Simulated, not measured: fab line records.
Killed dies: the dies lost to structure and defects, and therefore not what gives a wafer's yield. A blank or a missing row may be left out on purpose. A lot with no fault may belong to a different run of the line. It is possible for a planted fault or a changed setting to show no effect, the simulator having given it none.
Split-lot trial	flow n5 finfet	7 lots, 39 wafers read, on a route of 1938 steps

== SPLIT DETAILS ==
At N5_SD_EPI_N_ETCH_16 (etches SiO2 in CHF3/O2, target depth 5 nm), the setting target depth a was moved away from the recipe's 50 angstrom on 15 of the 39 wafers read, by -59.4% to +55.9%. For the rest of the wafers, this setting stayed at what the recipe calls for.

The reading is taken at the split's own step.

== THE READING ==
etch.depth nm (the simulator's own value, which no gauge read), in nm, at N5_SD_EPI_N_ETCH_16 (etches SiO2 in CHF3/O2, target depth 5 nm). There is no usual value for it anywhere in the file. The 24 wafers here that ran the recipe average 4.995 nm, standard deviation 0.11 nm.

wafer	tool, chamber at the split	target depth a as run, angstrom	against the recipe	etch.depth nm, nm	against lot-mates on the recipe
L078.1	rie diel-02, 2	50	recipe	5.088	-
L078.2	rie diel-02, 0	50	recipe	5.136	-
L078.3	rie diel-02, 3	77.93	+55.9%	7.818	+2.688
L078.4	rie diel-02, 0	50	recipe	5.166	-
L078.5	rie diel-02, 3	77.93	+55.9%	7.772	+2.642
L078.6	rie diel-02, 2	77.93	+55.9%	7.85	+2.720
L081.1	rie diel-06, 3	50	recipe	4.812	-
L081.2	rie diel-06, 1	50	recipe	4.887	-
L081.3	rie diel-06, 0	50	recipe	5.046	-
L081.4	rie diel-06, 3	50	recipe	4.829	-
L081.5	rie diel-06, 0	50	recipe	5.045	-
L081.6	rie diel-06, 1	50	recipe	4.899	-
L082.1	rie diel-05, 2	50	recipe	4.976	-
L082.2	rie diel-05, 3	50	recipe	4.843	-
L082.3	rie diel-05, 0	20.31	-59.4%	2.035	-2.946
L082.4	rie diel-05, 1	50	recipe	5.125	-
L082.5	rie diel-05, 3	20.31	-59.4%	1.972	-3.009
L082.6	rie diel-05, 2	20.31	-59.4%	2.036	-2.945
L086.2	rie diel-06, 3	50	recipe	4.825	-
L086.3	rie diel-06, 0	50	recipe	4.974	-
L086.4	rie diel-06, 2	50	recipe	5.041	-
L092.1	rie diel-02, 0	37.69	-24.6%	3.848	-1.166
L092.2	rie diel-02, 1	50	recipe	4.955	-
L092.3	rie diel-02, 3	50	recipe	4.997	-
L092.4	rie diel-02, 2	50	recipe	5.091	-
L092.5	rie diel-02, 3	37.69	-24.6%	3.772	-1.242
L092.6	rie diel-02, 2	37.69	-24.6%	3.796	-1.218
L095.1	rie diel-06, 3	50	recipe	4.86	-
L095.2	rie diel-06, 0	50	recipe	5.082	-
L095.3	rie diel-06, 2	70.37	+40.7%	7.127	+2.126
L095.4	rie diel-06, 2	70.37	+40.7%	7.215	+2.214
L095.5	rie diel-06, 0	50	recipe	5.06	-
L095.6	rie diel-06, 3	70.37	+40.7%	6.859	+1.858
L097.1	rie diel-06, 0	50	recipe	5.047	-
L097.2	rie diel-06, 3	59.41	+18.8%	5.777	+0.730
L097.3	rie diel-06, 1	50	recipe	5.073	-
L097.4	rie diel-06, 2	59.41	+18.8%	6.046	+0.999
L097.5	rie diel-06, 0	59.41	+18.8%	5.978	+0.931
L097.6	rie diel-06, 1	50	recipe	5.021	-

FIT RESULTS
A straight line over all 39 wafers: etch.depth nm changes by +0.0502 nm for each +1% of target depth a; r = +1.00; the points scatter about the line by 0.1 nm.
The same after taking each lot's own level away (the mean of its wafers on the recipe; 39 wafers): +0.0493 nm for each +1%; r = +1.00; scatter 0.092 nm.
On that fit, the largest move of target depth a shifts the reading by 2.9 nm.
Across the lots, their own levels run from 4.9197 to 5.1300 nm, a range of 2.0 times the standard deviation given above.
The two slopes agree, so the slope changes little with the lot-to-lot level.
Check: -2.93 nm against its lot-mates is what the line predicts for one of the wafers moved furthest among these (-59.4%) when that wafer is left out of the fit. It came out at -2.95 nm against them.

== THESE WAFERS: OTHER SPLITS ==
These wafers also went through other splits before the reading. Each is held against what the fit with the lots' levels taken away leaves over:
other split on the same wafers	wafers away from the commonest value	r with etch.depth nm (lot level and that fit taken away)
N5_ZERO_LAYER_ETCH_18 target depth a	12	-0.11
N5_FIN_SAQP_ETCH_65 time s	9	-0.07

== THE FILE'S OWN FIT ==
etch.depth nm changes by +0.0493 nm for each +1% of target depth a, r = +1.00.
